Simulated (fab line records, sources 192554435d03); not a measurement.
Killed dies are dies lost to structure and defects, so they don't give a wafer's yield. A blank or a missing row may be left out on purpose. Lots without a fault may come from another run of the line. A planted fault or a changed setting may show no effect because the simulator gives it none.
A struck lot beside a sound one | flow n5_finfet | 15 steps out of a route of 1938
Sound: wafers L295.2, L295.4, L295.6. Struck: wafer L308.3. (L308.2, L308.4 of the same lot were not struck and are left out.) The cause comes at the end.
At each step with rows: each side's tool, then ch and its chambers, then its first start. Under that, the readings that differ: sound wafers | struck wafers | difference of the means | sigmas: that difference in standard deviations of wafers without a fault.
alike: readings whose means differ by less than 2 such deviations, and words and numbers that are the same on both sides. not compared: withheld readings, readings that some wafer has no value for, bounds like >300 that may hide the same value, and numbers for which the record gives no deviation and whose values overlap.
The two part at a step that has a row with sigmas, a row that says differs or no value, or rows on one side only. Numbers that don't overlap but have no deviation are shown without sigmas and don't part them. A reading that every wafer of one side lacks parts them only if that side has two wafers or more.

N5_BEOL_M4_SPUTTER_90: material Cu, target thk 4.5 nm, time 8.29 s.
  sound on pvd_sputter-02, day 9 04:32; struck on pvd_sputter-02, day 12 12:58
  alike: chuck_sensor_temp_C, throttle_valve_pct
then, 2 steps without rows for these wafers: N5_BEOL_M4_ANNEAL_91 (time 240 s); N5_BEOL_M4_SPUTTER_92 (material Cu, target thk 4.5 nm, time 8.29 s).
N5_BEOL_M4_ANNEAL_93: time 240 s.
  sound on pvd_sputter-02, day 9 04:50; struck on pvd_sputter-02, day 12 13:16
  alike: heater_power_w
N5_BEOL_M4_SPUTTER_94: material Cu, target thk 4.5 nm, time 8.29 s.
  sound on pvd_sputter-02, day 9 04:59; struck on pvd_sputter-02, day 12 13:25
  reading                 | sound             | struck | difference | sigmas
  chuck_sensor_temp_C (C) | -15.8 -16.6 -15.3 | -16.8  | -0.9       | -2
  alike: throttle_valve_pct
N5_BEOL_M4_ANNEAL_95: time 240 s.
  sound on pvd_sputter-02, day 9 05:04; struck on pvd_sputter-02, day 12 13:29
  alike: heater_power_w
then, 2 steps without rows for these wafers: N5_BEOL_M4_SPUTTER_96 (material Cu, target thk 4.5 nm, time 8.29 s); N5_BEOL_M4_ECD_50 (material Cu, target thk 300 nm).
N5_BEOL_M4_ANNEAL_51: time 90 s.
  sound on rtp_anneal-02 ch 0, day 9 05:26; struck on rtp_anneal-02 ch 0, day 12 13:52
  alike: wafer_temp_C_max
then, 1 step without rows for these wafers: N5_BEOL_M4_CMP_52 (polishes, stops on SiOC, t overpolish 6.8 s, target thk 40 nm).
N5_BEOL_M4_THK_MEAS_53: measures by xrf.
  sound on film_metro-01, day 9 05:59; struck on film_metro-01, day 12 14:31
  alike: M4_THK
then, 1 step without rows for these wafers: N5_BEOL_M4_PRE_CLEAN_60 (time 15 s).
N5_BEOL_M4_CO_CAP_55: material Co, precursor CCTBA/H2, target thk 2 nm, time 102.1 s.
  sound on cvd_co-02 ch 0,1, day 9 06:04; struck on cvd_co-02 ch 2, day 12 14:36
  reading                                   | sound             | struck | difference | sigmas
  run_length_s (s)                          | 125.2 123.7 125.3 | 158.9  | +34.2      | +48
  model.Co_of_BEOL_M4_CO_CAP_55.thk_nm (nm) | 1.8 1.8 2         | 3      | +1         |
  alike: chamber_pressure_Torr, heater_power_w
then, 1 step without rows for these wafers: N5_BEOL_M4_PRE_CLEAN_56 (time 15 s).
N5_BEOL_M4_RC_MEAS_101:
  sound on prober-02 ch 0, day 9 06:36; struck on prober-01 ch 0, day 12 14:59
  alike: DIBL_N, DIBL_P, IOFF_N, IOFF_P, ION_N, ION_P, SS_N, SS_P, VT_N, VT_P

WHERE THEY PART
First at N5_BEOL_M4_SPUTTER_94; last, within this record, at N5_BEOL_M4_CO_CAP_55. Later steps at which nothing parts them and some readings are alike: N5_BEOL_M4_RC_MEAS_101.

WHY: what the simulator had put in
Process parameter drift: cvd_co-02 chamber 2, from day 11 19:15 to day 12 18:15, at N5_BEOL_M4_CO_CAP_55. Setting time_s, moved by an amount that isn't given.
